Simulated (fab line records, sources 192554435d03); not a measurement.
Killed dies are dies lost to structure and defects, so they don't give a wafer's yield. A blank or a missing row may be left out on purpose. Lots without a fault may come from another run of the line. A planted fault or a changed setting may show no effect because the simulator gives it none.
Split-lot experiment | flow n5_finfet | 7 lots, 21 wafers read, on a route of 1938 steps

THE SPLIT
At N5_BEOL_M12_DEP_53 (deposits SiCN from 3MS/NH3, target thk 30 nm, time 10.5 s), the setting time_s was moved away from the recipe's 10.5 s on 6 of the 21 wafers read, by -10.7% to +10.2%. The other wafers ran this setting at the recipe's value.

The reading is taken at the split's own step.

THE READING
SiCN_of_BEOL_M12_DEP_53.thk_nm (the simulator's own value, which no gauge read), in nm, at N5_BEOL_M12_DEP_53 (deposits SiCN from 3MS/NH3, target thk 30 nm, time 10.5 s). The file gives no usual value for it. The 15 wafers here that ran the recipe average 30.0 nm, standard deviation 0.43 nm.

wafer  | tool, chamber at the split | time_s as run, s | against the recipe | SiCN_of_BEOL_M12_DEP_53.thk_nm, nm | against lot-mates on the recipe
L074.1 | pecvd-03, 2                | 10.5             | recipe             | 29.2                               | -
L074.2 | pecvd-03, 0                | 11.57            | +10.2%             | 32.2                               | +3.0
L074.5 | pecvd-03, 2                | 11.57            | +10.2%             | 33                                 | +3.8
L078.1 | pecvd-01, 1                | 10.5             | recipe             | 29.6                               | -
L078.3 | pecvd-01, 2                | 10.5             | recipe             | 30                                 | -
L078.4 | pecvd-01, 1                | 10.5             | recipe             | 30.4                               | -
L079.1 | pecvd-03, 2,0              | 10.5             | recipe             | 29.4                               | -
L079.2 | pecvd-03, 2,0              | 10.5             | recipe             | 29.4                               | -
L079.6 | pecvd-03, 1                | 10.5             | recipe             | 29.8                               | -
L080.4 | pecvd-03, 2,1              | 9.372            | -10.7%             | 26.8                               | -3.2
L080.6 | pecvd-03, 2,1              | 9.372            | -10.7%             | 26.8                               | -3.2
L080.5 | pecvd-03, 0                | 10.5             | recipe             | 30                                 | -
L084.2 | pecvd-03, 2                | 10.5             | recipe             | 29.8                               | -
L084.3 | pecvd-03, 0                | 10.5             | recipe             | 30                                 | -
L084.4 | pecvd-03, 0                | 10.5             | recipe             | 30.4                               | -
L089.2 | pecvd-01, 0                | 10.5             | recipe             | 30                                 | -
L089.3 | pecvd-01, 2                | 9.952            | -5.2%              | 28.4                               | -1.6
L089.4 | pecvd-01, 2                | 9.952            | -5.2%              | 28.8                               | -1.2
L091.1 | pecvd-02, 1                | 10.5             | recipe             | 30.2                               | -
L091.2 | pecvd-02, 2                | 10.5             | recipe             | 30.4                               | -
L091.6 | pecvd-02, 0                | 10.5             | recipe             | 30.8                               | -
Where a row lists several chambers, the file gives one row for several wafers and doesn't say which wafer went through which chamber.

THE FIT
A straight line over all 21 wafers: SiCN_of_BEOL_M12_DEP_53.thk_nm changes by +0.275 nm for each +1% of time_s; r = +0.96; the points scatter about the line by 0.41 nm.
The same after taking each lot's own level away (the mean of its wafers on the recipe; 21 wafers): +0.311 nm for each +1%; r = +0.99; scatter 0.27 nm.
On that fit, the largest move of time_s shifts the reading by 3.3 nm.
The lots' own levels span 29.20 to 30.47 nm, that is 3.0 times the standard deviation above.
So the lot-to-lot level changes the slope: the two fits differ.
Check: with one of the wafers moved furthest among these (-10.7%) left out of the fit, the line predicts -3.31 nm for it against its lot-mates. It came out at -3.2 nm against them.

THE FILE'S OWN FIT
SiCN_of_BEOL_M12_DEP_53.thk_nm changes by +0.31 nm for each +1% of time_s, r = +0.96.
